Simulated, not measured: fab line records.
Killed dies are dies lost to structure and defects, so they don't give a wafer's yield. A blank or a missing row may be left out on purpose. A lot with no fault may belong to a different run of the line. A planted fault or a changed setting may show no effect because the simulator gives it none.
A struck lot beside a sound one | flow nand harc | 15 out of 1302 route steps
Sound: the wafers L351.1, L351.2, L351.6. Struck: wafers L348.2, L348.4, L348.6. The cause is given at the end.
Each step with rows lists, per side, the tool, then ch with its chambers, then its first start. Under that, the readings that differ: sound wafers | struck wafers | difference of the means | sigmas: that difference in standard deviations of wafers without a fault.
alike: readings with means less than 2 such deviations apart, plus words and numbers identical on both sides. not compared: withheld readings, readings lacking a value on some wafer, bounds such as >300 that could conceal the same value, and numbers that have no deviation in the record and whose values overlap.
A row with sigmas, a row that says differs or no value, or rows on one side alone: a step with any of these is where the two part. Non-overlapping numbers with no deviation appear without sigmas and do not part them. A reading missing from all wafers of one side parts the sides only when that side holds two or more wafers.

first, 4 steps without rows for these wafers: NHARC_P_M1_EBR_05; NHARC_P_M1_EXPOSE_06 (exposes mask P M1, target cd 130 nm); NHARC_P_M1_PEB_07 (peb time 65 s); NHARC_P_M1_DEVELOP_08 (develop time 35 s).
NHARC_P_M1_CD_MEAS_09: the cd target is 130 nm.
  sound on cd sem-01 ch 0, day 8 17:47; struck on cd sem-02 ch 0, day 7 14:55
  reading    | sound             | struck            | difference | sigmas
  cd nm (nm) | 130.6 130.4 130.5 | 129.6 128.6 129.2 | -1.4       | -3
NHARC_P_M1_OVL_MEAS_10: pitch 260 nm.
  sound: overlay-01 at day 8 17:53; struck: overlay-02 at day 7 15:00
  reading           | sound       | struck         | difference | sigmas
  overlay y nm (nm) | 1.5 0.9 1.3 | -0.7 -0.8 -0.4 | -1.9       | -2
  alike: overlay x nm
NHARC_P_M1_INSPECT_11:
  sound: defect inspect-02 at day 8 17:55; struck: defect inspect-01 at day 7 15:02
  alike: raw defect count
NHARC_P_M1_DESCUM_14: chemistry O2, time 3 s.
  sound on rie diel-05 ch 1,2,3, day 8 17:59; struck on rie diel-05 ch 1,3, day 7 15:06
  alike: drypump motor current A, oes product au, rf vpp V, showerhead plenum p Torr, throttle valve pct
  not compared: rf hours counter h
NHARC_P_M1_ETCH_35: etches the open film in N2/H2, target depth 40 nm, overetch 12 nm, time 43.94 s.
  sound on rie diel-05 ch 2,3, day 8 18:04; struck on rie diel-05 ch 0,1, day 7 15:39
  reading      | sound             | struck            | difference | sigmas
  rf vpp V (V) | 426.5 436.5 435.8 | 426.9 426.0 428.1 | -5.9       | -2
  alike: bias w, chamber pressure mTorr, drypump motor current A, oes product au, showerhead plenum p Torr, throttle valve pct
  not compared: rf hours counter h
NHARC_P_M1_ETCH_15: etches the open film in C4F8/Ar, target depth 182.5 nm, time 91.2 s.
  sound on rie diel-05 ch 0,1,2; struck on rie diel-05 ch 2,3
  alike: bias w, chamber pressure mTorr, oes product au, rf vpp V
  not compared: rf hours counter h
NHARC_P_M1_CD_MEAS_16:
  sound: cd sem-01 at day 8 18:17; struck: cd sem-03 at day 7 15:52
  reading    | sound             | struck            | difference | sigmas
  cd nm (nm) | 130.6 130.9 130.8 | 129.7 128.5 129.6 | -1.5       | -2
NHARC_P_M1_STRIP_18: strips in N2/H2.
  sound on rie diel-13 ch 0,2, day 8 18:23; struck on rie diel-05 ch 0,2, day 7 15:56
  reading               | sound             | struck            | difference | sigmas
  oes product au (a.u.) | 0.996 0.985 0.981 | 0.997 1.009 1.004 | +0.016     | +2
  alike: drypump motor current A, power w, rf vpp V, showerhead plenum p Torr, throttle valve pct
  not compared: rf hours counter h
NHARC_P_M1_ETCH_28: etches the open film in CF4/N2, target depth 30 nm, time 72.99 s.
  sound on rie diel-13 ch 0,2,3, day 8 18:35; struck on rie diel-05 ch 1,2,3, day 7 16:11
  no value came back on the struck wafers for any of 7 readings (bias w (W), cf4 flow sccm (sccm) and others); on the sound wafers bias w (W) reads 100.25 100.20 100.25
  not compared: rf hours counter h
then, 1 step without rows for these wafers: NHARC_P_M1_STRIP_19 (strips in post etch residue remover, time 600 s).
-- jump in the record: it breaks off in module P_M1 and resumes in module END (first step shown: number 1302 of the route), and 18 days separate the struck wafers' starts before and after --
NHARC_END_SORT_01:
  here the record holds rows for the struck wafers (prober-01 ch 0, day 25 15:27) but none for the sound ones

## WHERE THEY PART
Earliest at NHARC_P_M1_CD_MEAS_09; latest, in this record, at NHARC_END_SORT_01.

WHY: the cause the simulator had injected
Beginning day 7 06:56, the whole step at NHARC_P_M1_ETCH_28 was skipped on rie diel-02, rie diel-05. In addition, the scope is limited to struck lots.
